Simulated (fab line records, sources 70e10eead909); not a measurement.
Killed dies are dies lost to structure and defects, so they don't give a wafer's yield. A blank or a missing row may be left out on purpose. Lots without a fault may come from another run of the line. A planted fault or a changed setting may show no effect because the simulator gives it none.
Chamber matching | flow nand_harc | NHARC_P_M0_DESCUM_14 on rie_diel-10: 4 sister chambers
The step chemistry O2, time 3 s. 4 wafers are shown with their chamber, then 9 later ones without.

WAFERS WITH THEIR CHAMBER
wafer  | chamber | drypump_motor_current_A (A)
L077.2 | 0       | 5.2
L084.3 | 2       | 5.4
L084.4 | 1       | 5.4
L084.5 | 3       | 5.6

WAFERS WITHOUT THEIR CHAMBER
wafer  | drypump_motor_current_A (A)
L089.4 | 5.2
L089.5 | 5.3
L089.6 | 5.4
L090.2 | 5.4
L090.4 | 5.2
L090.6 | 5.4
L091.1 | 5.4
L091.2 | 5.2
L091.6 | 5.4

WHICH CHAMBER EACH WENT THROUGH
wafer  | from the rows above          | in truth
L089.4 | 0                            | 0
L089.5 | can't be placed: 0 or 1 or 2 | 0
L089.6 | can't be placed: 1 or 2      | 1
L090.2 | can't be placed: 1 or 2      | 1
L090.4 | 0                            | 0
L090.6 | can't be placed: 1 or 2      | 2
L091.1 | can't be placed: 1 or 2      | 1
L091.2 | 0                            | 0
L091.6 | can't be placed: 1 or 2      | 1
Placed correctly: 3 of 9. Can't be placed from these rows: 6 (the true chamber is among the candidates in 6). Placed wrongly: 0.
How it was worked out, from the rows above alone: a wafer's distance from a chamber is the root of the sum, over the readings, of the square of ((its reading less the chamber's mean) divided by the reading's scatter). The wafer belongs to the nearest chamber; if the next one is less than 2 further off, it can't be placed. A chamber's mean is the mean of its shown wafers. The scatter: with one shown wafer a chamber, the root of the mean of the squares of how far each hidden wafer lies from its nearest shown one.
